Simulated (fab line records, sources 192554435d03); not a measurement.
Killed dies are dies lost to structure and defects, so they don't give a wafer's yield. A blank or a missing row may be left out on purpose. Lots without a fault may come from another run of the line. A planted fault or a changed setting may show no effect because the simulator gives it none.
A struck lot beside a sound one | flow n5_finfet | 15 steps out of a route of 1938
Sound: wafers L147.1, L147.5, L147.6. Struck: wafers L155.1, L155.5. The cause comes at the end.
At each step with rows: each side's tool, then ch and its chambers, then its first start. Under that, the readings that differ: sound wafers | struck wafers | difference of the means | sigmas: that difference in standard deviations of wafers without a fault.
alike: readings whose means differ by less than 2 such deviations, and words and numbers that are the same on both sides. not compared: withheld readings, readings that some wafer has no value for, bounds like >300 that may hide the same value, and numbers for which the record gives no deviation and whose values overlap.
The two part at a step that has a row with sigmas, a row that says differs or no value, or rows on one side only. Numbers that don't overlap but have no deviation are shown without sigmas and don't part them. A reading that every wafer of one side lacks parts them only if that side has two wafers or more.

N5_DUMMY_GATE_DESCUM_20: chemistry O2, time 6.2 s.
  sound on rie_diel-01 ch 1,2,3, day 5 10:00; struck on rie_diel-06 ch 2, day 7 04:49
  alike: drypump_motor_current_A, oes_product_au, rf_vpp_V, showerhead_plenum_p_Torr, throttle_valve_pct
  not compared: rf_hours_counter_h
N5_DUMMY_GATE_ETCH_29: etches underlayer in N2/H2, target depth 13 nm.
  sound on rie_diel-01 ch 1,2,3, day 5 10:04; struck on rie_diel-06 ch 2, day 7 04:53
  alike: drypump_motor_current_A, oes_product_au, rf_vpp_V, showerhead_plenum_p_Torr, throttle_valve_pct
  not compared: rf_hours_counter_h
then, 4 steps without rows for these wafers: N5_DUMMY_GATE_ETCH_36 (etches SiARC in CF4, target depth 13 nm); N5_DUMMY_GATE_ETCH_37 (etches SOC in N2/H2, target depth 60 nm, overetch 30 nm); N5_DUMMY_GATE_STRIP_38 (strips in N2/H2); N5_DUMMY_GATE_STRIP_39 (strips in N2/H2).
N5_DUMMY_GATE_TRIM_49: chemistry O2, time 29 s, target cd 14 nm.
  sound on rie_si-02 ch 0,3, day 5 10:14; struck on rie_si-04 ch 1,3, day 7 05:02
  alike: drypump_motor_current_A, oes_product_au, throttle_valve_pct
  not compared: rf_hours_counter_h
then, 1 step without rows for these wafers: N5_DUMMY_GATE_STRIP_40 (strips in CF4).
N5_DUMMY_GATE_CD_MEAS_50: target cd 14 nm.
  sound on cd_sem-03, day 5 10:23; struck on cd_sem-03, day 7 05:22
  alike: cd_nm
N5_DUMMY_GATE_ETCH_31: etches SiO2 in C4F6/O2, target depth 82.5 nm, time 27.5 s.
  sound on rie_diel-01 ch 0,3, day 5 10:26; struck on rie_diel-03 ch 1,2, day 7 05:28
  alike: drypump_motor_current_A, oes_f_703_au, oes_product_au, rf_vpp_V, showerhead_plenum_p_Torr, throttle_valve_pct
  not compared: rf_hours_counter_h
then, 1 step without rows for these wafers: N5_DUMMY_GATE_STRIP_41 (strips in O2).
N5_DUMMY_GATE_HM_OPEN_21: chemistry CH3F/O2, target SiNx, target depth 120 nm, time 171.4 s.
  sound on rie_diel-01 ch 0,3, day 5 10:31; struck on rie_diel-03 ch 1,2, day 7 05:33
  alike: CH3F_flow_sccm, drypump_motor_current_A, oes_f_703_au, oes_product_au, rf_vpp_V, showerhead_plenum_p_Torr, throttle_valve_pct
  not compared: rf_hours_counter_h
N5_DUMMY_GATE_ETCH_32: etches SiO2 in CF4, target depth 3.5 nm, time 3.9 s.
  sound on rie_si-04 ch 0,1, day 5 10:40; struck on rie_si-02 ch 1,2, day 7 05:43
  reading                  | sound           | struck      | difference | sigmas
  model.etch.depth_nm (nm) | 3.504 3.452 3.5 | 4.353 4.332 | +0.857     |
  alike: drypump_motor_current_A, oes_product_au, throttle_valve_pct
  not compared: rf_hours_counter_h
then, 1 step without rows for these wafers: N5_DUMMY_GATE_ETCH_23 (etches poly-Si in HBr/Cl2/O2, target depth 41 nm, time 22.3 s).
-- the record jumps here: 9 days lie between the struck wafers' starts before and after (it left off in module DUMMY_GATE and takes up again in module BEOL_M4, whose first step shown is number 1111 of the route) --
N5_BEOL_M4_RC_MEAS_101:
  sound on prober-02 ch 0, day 13 23:03; struck on prober-01 ch 0, day 16 16:17
  reading       | sound       | struck  | difference | sigmas
  ION_P (uA/um) | 454 455 455 | 470 467 | +14        | +2
  alike: DIBL_N, DIBL_P, IOFF_N, IOFF_P, ION_N, SS_N, SS_P, VT_N, VT_P

WHERE THEY PART
Only at N5_BEOL_M4_RC_MEAS_101, within this record.

WHY: what the simulator had put in
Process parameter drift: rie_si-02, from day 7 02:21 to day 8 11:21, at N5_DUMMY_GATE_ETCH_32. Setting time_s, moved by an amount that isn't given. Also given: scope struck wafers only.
